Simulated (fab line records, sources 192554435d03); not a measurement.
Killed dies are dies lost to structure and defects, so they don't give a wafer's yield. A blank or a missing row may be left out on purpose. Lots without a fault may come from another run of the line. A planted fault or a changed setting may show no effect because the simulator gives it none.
Split-lot experiment | flow n5_finfet | 7 lots, 21 wafers read, on a route of 1938 steps

THE SPLIT
At N5_PASSIVATION_EXPOSE_41 (exposes mask PASS OPEN, defocus 0 nm, target cd 40000 nm), the setting dose_mj was moved away from the recipe's 57.25 on 3 of the 21 wafers read, by -7.0% to +2.9%. The other wafers ran this setting at the recipe's value.

FROM THE SPLIT TO THE READING: what the file shows between them, 3 steps
- N5_PASSIVATION_PEB_42
- N5_PASSIVATION_DEVELOP_43: develop time 60 s
- N5_PASSIVATION_HARDBAKE_45: time 120 s

THE READING
cd_nm, in nm, at N5_PASSIVATION_CD_MEAS_44 (target cd 40000 nm). Fault-free wafers of this fab line usually give 40001 nm, standard deviation 4.7 nm.

wafer  | tool, chamber at the split | dose_mj as run | against the recipe | cd_nm, nm | against lot-mates on the recipe
L075.2 | krf_scanner-01, 0          | 57.25          | recipe             | 39996     | -
L075.3 | krf_scanner-01, 0          | 58.93          | +2.9%              | 40012     | +17
L075.4 | krf_scanner-01, 0          | 57.25          | recipe             | 39994     | -
L078.1 | krf_scanner-01, 0          | 57.25          | recipe             | 39997     | -
L078.2 | krf_scanner-01, 0          | 57.25          | recipe             | 40006     | -
L078.5 | krf_scanner-01, 0          | 57.25          | recipe             | 40007     | -
L081.3 | krf_scanner-02, 0          | 54.54          | -4.7%              | 39982     | -20
L081.5 | krf_scanner-02, 0          | 57.25          | recipe             | 40002     | -
L081.6 | krf_scanner-02, 0          | 57.25          | recipe             | 40003     | -
L080.2 | krf_scanner-02, 0          | 57.25          | recipe             | 40003     | -
L080.4 | krf_scanner-02, 0          | 57.25          | recipe             | 40009     | -
L080.6 | krf_scanner-02, 0          | 57.25          | recipe             | 40002     | -
L087.3 | krf_scanner-02, 0          | 57.25          | recipe             | 39994     | -
L087.4 | krf_scanner-02, 0          | 53.27          | -7.0%              | 39971     | -23
L087.6 | krf_scanner-02, 0          | 57.25          | recipe             | 39994     | -
L093.4 | krf_scanner-02, 0          | 57.25          | recipe             | 39999     | -
L093.5 | krf_scanner-02, 0          | 57.25          | recipe             | 40002     | -
L093.6 | krf_scanner-02, 0          | 57.25          | recipe             | 40001     | -
L096.2 | krf_scanner-01, 0          | 57.25          | recipe             | 40014     | -
L096.4 | krf_scanner-01, 0          | 57.25          | recipe             | 40004     | -
L096.5 | krf_scanner-01, 0          | 57.25          | recipe             | 40005     | -

THE FIT
A straight line over all 21 wafers: cd_nm changes by +4.24 nm for each +1% of dose_mj; r = +0.85; the points scatter about the line by 5.2 nm.
The same after taking each lot's own level away (the mean of its wafers on the recipe; 21 wafers): +3.91 nm for each +1%; r = +0.92; scatter 3.3 nm.
On that fit, the largest move of dose_mj shifts the reading by 27 nm.
The lots' own levels span 39994.0 to 40007.7 nm, that is 2.9 times the standard deviation above.
So the lot-to-lot level changes the slope little: the two slopes agree.
Check: with one of the wafers moved furthest among these (-7.0%) left out of the fit, the line predicts -32.8 nm for it against its lot-mates. It came out at -23 nm against them.

OTHER SPLITS ON THESE WAFERS
These wafers also went through other splits before the reading. Each is held against what the fit with the lots' levels taken away leaves over:
other split on the same wafers | wafers away from the commonest value | r with cd_nm (lot level and that fit taken away)
N5_BEOL_M15_PEB_26 peb_temp_c  | 2                                    | -0.05

THE FILE'S OWN FIT
cd_nm changes by +3.84 nm for each +1% of dose_mj, r = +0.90.
